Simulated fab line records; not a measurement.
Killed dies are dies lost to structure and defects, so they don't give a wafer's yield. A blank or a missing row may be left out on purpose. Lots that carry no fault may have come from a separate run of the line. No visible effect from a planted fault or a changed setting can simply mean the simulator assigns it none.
fab line records	flow n5-finfet
record lots=24	wafers=72	last-day=17
route steps=1938 shown BEOL_M3@949
lots untouched by any fault: they come from a run of this same line in which no faults occurred
start-h: hours from the record's opening day to when the first of the lot's shown wafers began	wait-h: how many hours have passed since the lot's step before this one	" same as the row above	L1.1+2: several wafers, shown together as one row	- either no value or no given start	* or withheld: withheld	< > ~ a bound
route shown NAME@n: names a module that has steps shown in the file, with the first one's number in the route	usual: mean and standard deviation over wafers with no fault	same: alike in all rows	chamber/n: place in a boat	sites: each site's reading	_std_site: standard deviation of those values	_edge_site: outer sites' mean less inner sites'	radius-mm: how far each site lies from the wafer's centre	mask NAME#n: copy n	behind: the tool/chamber that last shaped the wafer	hold: cause of the lot's hold/its duration in hours/its outcome	device: transistor that didn't switch, given as n, p or np	end of line: at the end of the route, the tests of the same wafers	a step given without rows: its recipe and nothing more	killed: count of dies lost to structure and defects at first sort (not the wafer's yield)	map: a wafer's dies, x killed, . not, _ none there
set.NAME: the setting as run; set.NAME@STEP: as run at that earlier step	model.NAME: the simulator's own value behind a step, which no gauge read
one table for each step of the route and one row for each wafer, over a sample of lots
services: the hour from which a tool's chamber was out of use, counted from the record's first day as start-h (under 0 if before that day), plus the number of hours and why
## steps
# step N5_BEOL_M3_ETCH_63
# recipe chemistry=CF4	target=SiARC	target-depth-a=156	mask-material=CAR-EUV	time-s=26	ion-energy-ev=80	pressure-mtorr=40	source-w=545	bias-w=36	Ar_flow_sccm=100	cf4-flow-sccm=100	ends=cleared
# usual drypump-motor-current-A=5.9/0.38	etch-rf-on-time-s=25.9/0.79	oes-product-au=0.64/0.072	rf-fwd-power-W=532.3/2.2	rf-vpp-V=183.9/1.3	showerhead-plenum-p-Torr=2.12/0.081	throttle-valve-pct=15.72/0.22
lot.wafer	tool	chamber	start-h	wait-h	drypump-motor-current-A	etch-rf-on-time-s	oes-product-au	rf-fwd-power-W	rf-hours-counter-h	rf-vpp-V	showerhead-plenum-p-Torr	throttle-valve-pct
L074.1	rie-diel-05	3	146.76	0.0	6.2	25.6	0.60	531.8	200	183.8	2.21	15.84
L074.2	"	2	"	"	6.2	25.5	0.60	532.2	217	183.9	2.04	15.46
L074.3	"	1	"	"	6.0	24.9	0.65	536.5	165	183.4	2.14	15.48
L075.2	rie-diel-01	0	153.02	0.0	6.2	26.5	0.61	530.5	202	183.3	2.04	15.69
L075.5	"	0	"	"	6.2	26.5	0.61	528.6	-	182.2	2.04	15.69
L075.6	"	3	"	"	5.6	25.4	0.62	530.3	-	184.5	2.22	15.83
L077.3	rie-diel-06	0	159.95	0.0	5.7	26.5	0.65	534.1	153	184.9	2.14	15.74
L077.5	"	2	"	"	5.7	24.9	0.69	531.7	-	181.8	1.98	15.73
L077.6	"	1	"	"	5.2	25.8	0.61	535.4	-	185.8	2.12	15.55
L076.3	rie-diel-01	1	160.12	0.0	6.1	27.5	0.61	533.2	207	183.7	2.12	15.86
L076.4	"	0	"	"	6.2	26.4	0.61	531.5	205	183.0	2.04	15.70
L076.5	"	0	"	"	6.2	26.5	0.61	532.9	-	184.0	2.04	15.70
L078.2	rie-diel-01	0	174.62	0.0	6.2	26.3	0.61	533.0	209	182.7	2.04	15.70
L078.3	"	2	"	"	5.2	25.2	0.79	529.8	11	185.9	2.09	15.34
L078.4	"	3	"	"	5.6	25.3	0.62	531.9	190	184.9	2.22	15.82
L079.1	rie-diel-06	0	176.52	0.0	5.6	26.5	0.64	535.6	158	184.9	2.14	15.75
L079.3	"	1	"	"	5.2	26.0	0.61	533.2	224	184.0	2.12	15.57
L079.4	"	2	"	"	5.6	25.1	0.68	532.3	140	181.4	1.98	15.76
L080.2	rie-diel-06	3	184.41	0.0	6.2	26.4	0.62	534.5	160	184.9	2.13	15.99
L080.4	"	0	"	"	5.7	26.6	0.63	531.6	160	183.3	2.14	15.74
L080.6	"	2	"	"	5.7	25.1	0.68	534.2	-	180.3	1.98	15.76
L081.2	rie-diel-05	2	186.55	0.0	6.2	25.8	0.60	531.7	229	183.0	2.04	15.47
L081.5	"	3	"	"	6.2	25.9	0.60	531.0	-	184.2	2.21	15.88
L081.6	"	0	"	"	6.4	25.9	0.60	531.4	-	183.6	2.03	16.20
L082.1	rie-diel-01	0	194.58	0.0	6.2	26.3	0.60	529.2	214	183.7	2.03	15.73
L082.4	"	1	"	"	6.1	27.4	0.60	532.5	216	184.3	2.12	15.89
L082.5	"	0	"	"	6.2	26.2	0.61	532.9	-	182.7	2.03	15.71
L083.1	rie-diel-05	2	202.89	0.0	6.2	25.4	0.59	531.5	235	182.0	2.03	15.50
L083.4	"	3	"	"	6.2	26.1	0.59	530.5	-	183.7	2.21	15.87
L083.6	"	3	"	"	6.2	25.8	0.59	530.3	-	186.2	2.21	15.87
L084.1	rie-diel-01	0	205.74	0.0	6.2	26.3	0.60	531.6	218	183.0	2.03	15.72
L084.3	"	3	"	"	5.6	25.3	0.61	530.1	199	184.4	2.21	15.86
L084.4	"	1	"	"	6.1	27.1	0.59	533.3	221	182.3	2.11	15.89
L085.3	rie-diel-01	1	208.86	0.0	6.1	27.6	0.59	534.7	221	182.5	2.11	15.87
L085.5	"	1	"	"	6.1	27.5	0.59	534.2	-	184.0	2.11	15.89
L085.6	"	0	"	"	6.2	26.3	0.60	533.7	-	182.2	2.03	15.71
L086.1	rie-diel-01	0	219.58	0.0	6.2	26.5	0.60	531.2	221	183.5	2.03	15.73
L086.2	"	1	"	"	6.1	27.6	0.60	534.1	224	184.3	2.11	15.88
L086.4	"	3	"	"	5.6	25.7	0.61	531.6	202	185.1	2.21	15.86
L087.1	rie-diel-01	3	237.25	0.0	5.6	25.5	0.61	531.2	207	187.9	2.21	15.87
L087.3	"	0	"	"	6.2	26.3	0.60	528.4	226	183.1	2.03	15.74
L087.6	"	0	"	"	6.2	26.1	0.60	528.9	-	183.3	2.03	15.73
L088.1	rie-diel-05	3	242.17	0.0	6.2	25.9	0.58	531.8	230	184.9	2.20	15.90
L088.2	"	2	"	"	6.2	25.5	0.59	531.9	247	182.8	2.03	15.52
L088.4	"	1	"	"	6.0	25.3	0.63	539.7	185	184.1	2.13	15.53
L090.3	rie-diel-01	1	248.35	0.0	6.1	27.1	0.59	533.4	232	184.3	2.11	15.89
L090.4	"	2	"	"	5.2	25.0	0.75	533.0	32	183.1	2.08	15.38
L090.6	"	1	"	"	6.1	27.4	0.59	536.1	-	183.8	2.11	15.92
L092.2	rie-diel-01	2	254.83	0.0	5.2	24.9	0.76	530.8	34	184.5	2.08	15.39
L092.3	"	3	"	"	5.6	25.4	0.61	531.5	212	184.3	2.21	15.88
L092.4	"	1	"	"	6.1	27.4	0.59	535.6	234	183.4	2.11	15.91
L089.1	rie-diel-01	3	255.91	0.0	5.6	25.6	0.60	531.5	212	184.3	2.21	15.88
L089.2	"	2	"	"	5.2	25.4	0.75	532.5	34	183.4	2.08	15.38
L089.4	"	1	"	"	6.1	27.7	0.58	532.4	235	183.1	2.11	15.91
L091.2	rie-diel-01	1	256.13	0.0	6.1	27.5	0.59	533.7	235	183.8	2.11	15.92
L091.3	"	2	"	"	5.2	25.1	0.75	530.6	35	182.7	2.08	15.37
L091.5	"	3	"	"	5.6	25.5	0.60	533.5	-	185.6	2.21	15.89
L093.4	rie-diel-05	1	261.58	0.0	6.1	25.0	0.63	535.0	-	182.9	2.13	15.54
L093.5	"	0	"	"	6.4	25.4	0.79	530.5	-	185.4	2.27	15.75
L093.6	"	3	"	"	6.1	25.7	0.58	531.0	-	185.6	2.20	15.91
L094.1	rie-diel-05	0	270.04	0.0	6.4	25.6	0.77	533.0	21	185.1	2.27	15.76
L094.3	"	3	"	"	6.2	26.1	0.58	533.1	241	184.8	2.20	15.91
L094.5	"	1	"	"	6.0	24.9	0.63	537.1	-	183.8	2.13	15.56
L095.3	rie-diel-05	3	276.73	0.0	6.2	26.2	0.57	531.2	243	185.7	2.20	15.92
L095.4	"	1	"	"	6.0	25.3	0.62	535.2	196	183.3	2.13	15.55
L095.5	"	0	"	"	6.4	25.6	0.77	532.8	-	185.3	2.27	15.76
L096.3	rie-diel-01	1	284.56	0.0	6.1	27.8	0.58	533.9	244	183.2	2.11	15.93
L096.5	"	1	"	"	6.1	27.8	0.57	538.2	-	182.9	2.11	15.94
L096.6	"	2	"	"	5.2	25.3	0.75	530.8	-	184.4	2.08	15.38
L097.1	rie-diel-05	2	292.35	0.0	6.2	24.8	0.82	530.1	6	186.6	2.28	15.08
L097.3	"	1	"	"	6.0	25.2	0.62	535.5	202	184.3	2.13	15.57
L097.5	"	3	"	"	6.2	25.8	0.57	529.2	-	184.0	2.20	15.93
# step N5_BEOL_M3_ANNEAL_49
# recipe temp-c=400	time-s=240	ambient=vacuum
# usual heater-power-w=815/77
lot.wafer	tool	chamber	start-h	wait-h	heater-power-w
L075.2	pvd-sputter-03	-	164.15	0.0	753
L075.5	"	-	"	"	762
L075.6	"	-	"	"	790
L074.1	pvd-sputter-03	-	167.07	0.0	1026
L074.2	"	-	"	"	777
L074.3	"	-	"	"	786
L077.3	pvd-sputter-02	-	167.13	0.0	744
L077.5	"	-	"	"	789
L077.6	"	-	"	"	760
L076.3	pvd-sputter-01	-	167.95	0.0	830
L076.4	"	-	"	"	762
L076.5	"	-	"	"	850
L078.2	pvd-sputter-01	-	177.42	0.0	828
L078.3	"	-	"	"	854
L078.4	"	-	"	"	838
L079.1	pvd-sputter-03	-	180.80	0.0	774
L079.3	"	-	"	"	1047
L079.4	"	-	"	"	776
L080.2	pvd-sputter-01	-	190.33	0.0	776
L080.4	"	-	"	"	802
L080.6	"	-	"	"	761
L081.2	pvd-sputter-03	-	194.70	0.0	757
L081.5	"	-	"	"	776
L081.6	"	-	"	"	805
L082.1	pvd-sputter-02	-	197.92	0.0	734
L082.4	"	-	"	"	798
L082.5	"	-	"	"	748
L083.1	pvd-sputter-02	-	213.74	0.0	794
L083.4	"	-	"	"	910
L083.6	"	-	"	"	791
L084.1	pvd-sputter-01	-	222.50	0.0	789
L084.3	"	-	"	"	836
L084.4	"	-	"	"	847
L086.1	pvd-sputter-01	-	224.80	0.0	815
L086.2	"	-	"	"	849
L086.4	"	-	"	"	804
L085.3	pvd-sputter-03	-	224.98	0.0	1038
L085.5	"	-	"	"	1025
L085.6	"	-	"	"	810
L087.1	pvd-sputter-02	-	240.37	0.0	742
L087.3	"	-	"	"	910
L087.6	"	-	"	"	738
L088.1	pvd-sputter-01	-	248.96	0.0	826
L088.2	"	-	"	"	774
L088.4	"	-	"	"	852
L090.3	pvd-sputter-02	-	252.01	0.0	781
L090.4	"	-	"	"	746
L090.6	"	-	"	"	902
L092.2	pvd-sputter-01	-	259.35	0.0	852
L092.3	"	-	"	"	759
L092.4	"	-	"	"	818
L089.1	pvd-sputter-02	-	261.11	0.0	807
L089.2	"	-	"	"	916
L089.4	"	-	"	"	736
L091.2	pvd-sputter-02	-	266.95	0.0	812
L091.3	"	-	"	"	729
L091.5	"	-	"	"	798
L093.4	pvd-sputter-02	-	274.28	0.0	883
L093.5	"	-	"	"	711
L093.6	"	-	"	"	912
L095.3	pvd-sputter-03	-	283.90	0.0	769
L095.4	"	-	"	"	777
L095.5	"	-	"	"	771
L094.1	pvd-sputter-01	-	284.46	0.0	852
L094.3	"	-	"	"	836
L094.5	"	-	"	"	841
L096.3	pvd-sputter-01	-	288.77	0.0	853
L096.5	"	-	"	"	762
L096.6	"	-	"	"	822
L097.1	pvd-sputter-02	-	297.30	0.0	805
L097.3	"	-	"	"	735
L097.5	"	-	"	"	914
# step N5_BEOL_M3_ANNEAL_82
# recipe temp-c=400	time-s=240	ambient=vacuum
# usual heater-power-w=815/79
lot.wafer	tool	chamber	start-h	wait-h	heater-power-w
L075.2	pvd-sputter-03	-	164.59	0.0	776
L075.5	"	-	"	"	769
L075.6	"	-	"	"	793
L074.1	pvd-sputter-03	-	167.51	0.0	1027
L074.2	"	-	"	"	768
L074.3	"	-	"	"	779
L077.3	pvd-sputter-02	-	167.57	0.0	726
L077.5	"	-	"	"	823
L077.6	"	-	"	"	722
L076.3	pvd-sputter-01	-	168.39	0.0	859
L076.4	"	-	"	"	757
L076.5	"	-	"	"	835
L078.2	pvd-sputter-01	-	177.86	0.0	831
L078.3	"	-	"	"	820
L078.4	"	-	"	"	832
L079.1	pvd-sputter-03	-	181.24	0.0	762
L079.3	"	-	"	"	1041
L079.4	"	-	"	"	753
L080.2	pvd-sputter-01	-	190.77	0.0	749
L080.4	"	-	"	"	835
L080.6	"	-	"	"	774
L081.2	pvd-sputter-03	-	195.14	0.0	747
L081.5	"	-	"	"	767
L081.6	"	-	"	"	808
L082.1	pvd-sputter-02	-	198.36	0.0	704
L082.4	"	-	"	"	806
L082.5	"	-	"	"	744
L083.1	pvd-sputter-02	-	214.18	0.0	812
L083.4	"	-	"	"	928
L083.6	"	-	"	"	806
L084.1	pvd-sputter-01	-	222.94	0.0	769
L084.3	"	-	"	"	850
L084.4	"	-	"	"	850
L086.1	pvd-sputter-01	-	225.24	0.0	835
L086.2	"	-	"	"	871
L086.4	"	-	"	"	820
L085.3	pvd-sputter-03	-	225.42	0.0	1051
L085.5	"	-	"	"	1021
L085.6	"	-	"	"	786
L087.1	pvd-sputter-02	-	240.81	0.0	754
L087.3	"	-	"	"	894
L087.6	"	-	"	"	735
L088.1	pvd-sputter-01	-	249.40	0.0	826
L088.2	"	-	"	"	755
L088.4	"	-	"	"	840
L090.3	pvd-sputter-02	-	252.45	0.0	832
L090.4	"	-	"	"	728
L090.6	"	-	"	"	890
L092.2	pvd-sputter-01	-	259.79	0.0	837
L092.3	"	-	"	"	794
L092.4	"	-	"	"	854
L089.1	pvd-sputter-02	-	261.55	0.0	803
L089.2	"	-	"	"	903
L089.4	"	-	"	"	735
L091.2	pvd-sputter-02	-	267.39	0.0	823
L091.3	"	-	"	"	739
L091.5	"	-	"	"	796
L093.4	pvd-sputter-02	-	274.72	0.0	908
L093.5	"	-	"	"	724
L093.6	"	-	"	"	901
L095.3	pvd-sputter-03	-	284.34	0.0	756
L095.4	"	-	"	"	779
L095.5	"	-	"	"	783
L094.1	pvd-sputter-01	-	284.90	0.0	881
L094.3	"	-	"	"	827
L094.5	"	-	"	"	852
L096.3	pvd-sputter-01	-	289.21	0.0	817
L096.5	"	-	"	"	750
L096.6	"	-	"	"	832
L097.1	pvd-sputter-02	-	297.74	0.0	810
L097.3	"	-	"	"	725
L097.5	"	-	"	"	918
# step N5_BEOL_M3_SPUTTER_94
# recipe material=Cu	target-thk-a=45	temp-c=-20	chamber-pressure-pa=0.07	power-w=withheld	time-s=8.29
# usual throttle-valve-pct=29.7/1
lot.wafer	tool	chamber	start-h	wait-h	throttle-valve-pct
L075.2	pvd-sputter-03	-	165.61	0.1	28.0
L075.5	"	-	"	"	31.9
L075.6	"	-	"	"	31.5
L074.1	pvd-sputter-03	-	168.53	0.1	29.6
L074.2	"	-	"	"	31.7
L074.3	"	-	"	"	31.4
L077.3	pvd-sputter-02	-	168.59	0.1	29.1
L077.5	"	-	"	"	30.5
L077.6	"	-	"	"	30.2
L076.3	pvd-sputter-01	-	169.41	0.1	30.8
L076.4	"	-	"	"	29.1
L076.5	"	-	"	"	28.8
L078.2	pvd-sputter-01	-	178.88	0.1	28.6
L078.3	"	-	"	"	31.0
L078.4	"	-	"	"	28.8
L079.1	pvd-sputter-03	-	182.26	0.1	31.6
L079.3	"	-	"	"	29.4
L079.4	"	-	"	"	28.3
L080.2	pvd-sputter-01	-	191.79	0.1	29.0
L080.4	"	-	"	"	28.4
L080.6	"	-	"	"	29.0
L081.2	pvd-sputter-03	-	196.16	0.1	31.3
L081.5	"	-	"	"	31.6
L081.6	"	-	"	"	31.4
L082.1	pvd-sputter-02	-	199.38	0.1	29.1
L082.4	"	-	"	"	30.6
L082.5	"	-	"	"	30.3
L083.1	pvd-sputter-02	-	215.20	0.1	30.5
L083.4	"	-	"	"	29.5
L083.6	"	-	"	"	30.8
L084.1	pvd-sputter-01	-	223.96	0.1	29.3
L084.3	"	-	"	"	28.8
L084.4	"	-	"	"	30.6
L086.1	pvd-sputter-01	-	226.26	0.1	28.7
L086.2	"	-	"	"	29.1
L086.4	"	-	"	"	30.9
L085.3	pvd-sputter-03	-	226.44	0.1	29.5
L085.5	"	-	"	"	29.5
L085.6	"	-	"	"	31.6
L087.1	pvd-sputter-02	-	241.83	0.1	30.2
L087.3	"	-	"	"	29.3
L087.6	"	-	"	"	29.3
L088.1	pvd-sputter-01	-	250.42	0.1	28.6
L088.2	"	-	"	"	29.0
L088.4	"	-	"	"	29.0
L090.3	pvd-sputter-02	-	253.47	0.1	30.6
L090.4	"	-	"	"	29.1
L090.6	"	-	"	"	29.4
L092.2	pvd-sputter-01	-	260.81	0.1	28.9
L092.3	"	-	"	"	29.1
L092.4	"	-	"	"	30.8
L089.1	pvd-sputter-02	-	262.57	0.1	30.5
L089.2	"	-	"	"	29.3
L089.4	"	-	"	"	28.7
L091.2	pvd-sputter-02	-	268.41	0.1	30.3
L091.3	"	-	"	"	29.1
L091.5	"	-	"	"	30.5
L093.4	pvd-sputter-02	-	275.74	0.1	29.4
L093.5	"	-	"	"	29.1
L093.6	"	-	"	"	29.6
L095.3	pvd-sputter-03	-	285.36	0.1	31.5
L095.4	"	-	"	"	27.9
L095.5	"	-	"	"	28.0
L094.1	pvd-sputter-01	-	285.92	0.1	29.0
L094.3	"	-	"	"	30.6
L094.5	"	-	"	"	29.0
L096.3	pvd-sputter-01	-	290.23	0.1	30.7
L096.5	"	-	"	"	29.1
L096.6	"	-	"	"	28.6
L097.1	pvd-sputter-02	-	298.76	0.1	30.3
L097.3	"	-	"	"	30.2
L097.5	"	-	"	"	29.5
# step N5_BEOL_M3_ANNEAL_95
# recipe temp-c=400	time-s=240	ambient=vacuum
# usual heater-power-w=816/79
lot.wafer	tool	chamber	start-h	wait-h	heater-power-w
L075.2	pvd-sputter-03	-	165.69	0.0	779
L075.5	"	-	"	"	747
L075.6	"	-	"	"	805
L074.1	pvd-sputter-03	-	168.61	0.0	1048
L074.2	"	-	"	"	765
L074.3	"	-	"	"	809
L077.3	pvd-sputter-02	-	168.67	0.0	737
L077.5	"	-	"	"	790
L077.6	"	-	"	"	753
L076.3	pvd-sputter-01	-	169.49	0.0	827
L076.4	"	-	"	"	756
L076.5	"	-	"	"	841
L078.2	pvd-sputter-01	-	178.96	0.0	844
L078.3	"	-	"	"	836
L078.4	"	-	"	"	838
L079.1	pvd-sputter-03	-	182.34	0.0	771
L079.3	"	-	"	"	1049
L079.4	"	-	"	"	758
L080.2	pvd-sputter-01	-	191.87	0.0	773
L080.4	"	-	"	"	830
L080.6	"	-	"	"	778
L081.2	pvd-sputter-03	-	196.24	0.0	781
L081.5	"	-	"	"	765
L081.6	"	-	"	"	771
L082.1	pvd-sputter-02	-	199.46	0.0	731
L082.4	"	-	"	"	803
L082.5	"	-	"	"	736
L083.1	pvd-sputter-02	-	215.28	0.0	783
L083.4	"	-	"	"	892
L083.6	"	-	"	"	777
L084.1	pvd-sputter-01	-	224.04	0.0	759
L084.3	"	-	"	"	839
L084.4	"	-	"	"	853
L086.1	pvd-sputter-01	-	226.34	0.0	815
L086.2	"	-	"	"	849
L086.4	"	-	"	"	833
L085.3	pvd-sputter-03	-	226.52	0.0	1040
L085.5	"	-	"	"	1005
L085.6	"	-	"	"	771
L087.1	pvd-sputter-02	-	241.91	0.0	720
L087.3	"	-	"	"	915
L087.6	"	-	"	"	718
L088.1	pvd-sputter-01	-	250.50	0.0	827
L088.2	"	-	"	"	776
L088.4	"	-	"	"	827
L090.3	pvd-sputter-02	-	253.55	0.0	817
L090.4	"	-	"	"	713
L090.6	"	-	"	"	906
L092.2	pvd-sputter-01	-	260.89	0.0	849
L092.3	"	-	"	"	773
L092.4	"	-	"	"	828
L089.1	pvd-sputter-02	-	262.65	0.0	804
L089.2	"	-	"	"	922
L089.4	"	-	"	"	734
L091.2	pvd-sputter-02	-	268.49	0.0	812
L091.3	"	-	"	"	734
L091.5	"	-	"	"	789
L093.4	pvd-sputter-02	-	275.82	0.0	921
L093.5	"	-	"	"	723
L093.6	"	-	"	"	892
L095.3	pvd-sputter-03	-	285.44	0.0	763
L095.4	"	-	"	"	753
L095.5	"	-	"	"	758
L094.1	pvd-sputter-01	-	286.00	0.0	878
L094.3	"	-	"	"	820
L094.5	"	-	"	"	876
L096.3	pvd-sputter-01	-	290.31	0.0	847
L096.5	"	-	"	"	786
L096.6	"	-	"	"	817
L097.1	pvd-sputter-02	-	298.84	0.0	825
L097.3	"	-	"	"	736
L097.5	"	-	"	"	896
# step N5_BEOL_M3_RS_MEAS_58
# recipe thk-meas-gauge=four-point-probe	reads=Co_of_BEOL_M3_CO_CAP_55+Cu_of_BEOL_M3_ECD_50+Co_of_BEOL_M3_CVD_47+TaN_of_BEOL_M3_ALD_84
# usual M3_RS=0.68/0.033
lot.wafer	tool	chamber	start-h	wait-h	M3_RS[ohm/sq]
L075.2	film-metro-01	-	166.90	0.1	0.69
L075.5	"	-	"	"	0.69
L075.6	"	-	"	"	0.70
L077.3	film-metro-02	-	169.91	0.1	0.68
L077.5	"	-	"	"	0.67
L077.6	"	-	"	"	0.76
L074.1	film-metro-02	-	170.15	0.0	0.71
L074.2	"	-	"	"	0.70
L074.3	"	-	"	"	0.75
L076.3	film-metro-01	-	170.79	0.1	0.67
L076.4	"	-	"	"	0.66
L076.5	"	-	"	"	0.62
L078.2	film-metro-02	-	180.26	0.1	0.69
L078.3	"	-	"	"	0.68
L078.4	"	-	"	"	0.67
L079.1	film-metro-02	-	183.52	0.0	0.68
L079.3	"	-	"	"	0.69
L079.4	"	-	"	"	0.68
L080.2	film-metro-01	-	193.07	0.1	0.72
L080.4	"	-	"	"	0.70
L080.6	"	-	"	"	0.65
L081.2	film-metro-02	-	198.65	0.1	0.67
L081.5	"	-	"	"	0.67
L081.6	"	-	"	"	0.72
L082.1	film-metro-02	-	201.33	0.0	0.73
L082.4	"	-	"	"	0.66
L082.5	"	-	"	"	0.63
L083.1	film-metro-02	-	216.46	0.0	0.66
L083.4	"	-	"	"	0.63
L083.6	"	-	"	"	0.63
L084.1	film-metro-01	-	225.23	0.0	0.66
L084.3	"	-	"	"	0.69
L084.4	"	-	"	"	0.66
L086.1	film-metro-01	-	227.55	0.0	0.69
L086.2	"	-	"	"	0.66
L086.4	"	-	"	"	0.68
L085.3	film-metro-02	-	227.71	0.1	0.68
L085.5	"	-	"	"	0.68
L085.6	"	-	"	"	0.65
L087.1	film-metro-01	-	243.10	0.0	0.73
L087.3	"	-	"	"	0.67
L087.6	"	-	"	"	0.67
L088.1	film-metro-01	-	251.78	0.0	0.71
L088.2	"	-	"	"	0.70
L088.4	"	-	"	"	0.65
L090.3	film-metro-01	-	254.74	0.1	0.69
L090.4	"	-	"	"	0.68
L090.6	"	-	"	"	0.67
L092.2	film-metro-01	-	262.09	0.1	0.71
L092.3	"	-	"	"	0.66
L092.4	"	-	"	"	0.67
L089.1	film-metro-01	-	263.96	0.0	0.70
L089.2	"	-	"	"	0.79
L089.4	"	-	"	"	0.71
L091.2	film-metro-02	-	269.68	0.1	0.68
L091.3	"	-	"	"	0.67
L091.5	"	-	"	"	0.66
L093.4	film-metro-01	-	277.01	0.0	0.65
L093.5	"	-	"	"	0.65
L093.6	"	-	"	"	0.62
L095.3	film-metro-01	-	286.64	0.1	0.69
L095.4	"	-	"	"	0.69
L095.5	"	-	"	"	0.70
L094.1	film-metro-02	-	287.41	0.0	0.68
L094.3	"	-	"	"	0.71
L094.5	"	-	"	"	0.66
L096.3	film-metro-02	-	291.50	0.1	0.68
L096.5	"	-	"	"	0.65
L096.6	"	-	"	"	0.65
L097.1	film-metro-02	-	300.03	0.0	0.70
L097.3	"	-	"	"	0.72
L097.5	"	-	"	"	0.66
## services
tool	chamber	start-h	hours	kind
rie-diel-01	3	123.80	3.1	repair
rie-diel-06	0	190.33	6.5	repair
rie-diel-05	0	192.88	-	clean
rie-diel-05	0	192.88	-	consumable-replace:focus-ring
rie-diel-05	0	192.88	-	consumable-replace:showerhead
rie-diel-05	0	192.88	15.2	scheduled-down
rie-diel-05	0	192.88	15.2	vent-cycle
rie-diel-06	2	195.78	28.7	repair
rie-diel-05	1	197.55	24.1	repair
pvd-sputter-02	-	200.34	4.0	repair
rie-diel-05	1	244.64	5.5	repair
rie-diel-01	0	249.43	3.8	repair
rie-diel-05	2	250.16	-	clean
rie-diel-05	2	250.16	-	consumable-replace:focus-ring
rie-diel-05	2	250.16	-	consumable-replace:showerhead
rie-diel-05	2	250.16	21.8	scheduled-down
rie-diel-05	2	250.16	21.8	vent-cycle
rie-diel-06	1	259.30	-	clean
rie-diel-06	1	259.30	-	consumable-replace:focus-ring
rie-diel-01	2	265.90	16.8	repair
rie-diel-05	3	298.74	-	clean
rie-diel-05	3	298.74	-	consumable-replace:focus-ring
rie-diel-05	3	298.74	22.1	scheduled-down
rie-diel-05	3	298.74	22.1	vent-cycle
## key
fault none
